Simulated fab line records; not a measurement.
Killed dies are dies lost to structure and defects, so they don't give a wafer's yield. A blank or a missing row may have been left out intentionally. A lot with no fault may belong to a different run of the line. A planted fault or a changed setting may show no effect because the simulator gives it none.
Matching of chambers    flow nand-harc    NHARC_A_CHANNEL_FILL_D1_ALD_02 on ald-hk-02: 4 sister chambers
The step deposits SiO2, target thk 6 nm, pulse time 10 s, ald cycles 60. 4 wafers are shown with their chamber, then 9 later ones without.

== EACH WAFER AND ITS CHAMBER ==
wafer   chamber  heater-power-w (W)
L087.2  3        401
L090.1  0        558
L090.3  2        517
L090.4  1        468

== WAFERS WITH NO CHAMBER GIVEN ==
wafer   heater-power-w (W)
L094.1  463
L094.2  484
L094.3  407
L094.4  528
L094.5  457
L094.6  538
L096.1  468
L096.3  405
L096.4  535

== THE CHAMBER EACH PASSED THROUGH ==
wafer   from the rows above      in truth
L094.1  1                        1
L094.2  can't be placed: 1 or 2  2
L094.3  3                        3
L094.4  can't be placed: 2 or 0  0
L094.5  1                        1
L094.6  can't be placed: 0 or 2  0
L096.1  1                        1
L096.3  3                        3
L096.4  can't be placed: 2 or 0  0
5 of 9 placed correctly. Not placeable from these rows: 4 (in 4, the candidates include the true chamber). Wrongly placed: 0.
How it was worked out, from the rows above alone: a wafer's distance from a chamber is the root of the sum, over the readings, of the square of ((its reading less the chamber's mean) divided by the reading's scatter). If the next closest chamber is less than 2 further off than the closest, the wafer can't be placed; otherwise it belongs to the closest. A chamber's mean is the mean of its shown wafers. The scatter: root of mean squared gap, hidden wafer to nearest shown wafer, with one shown wafer a chamber.
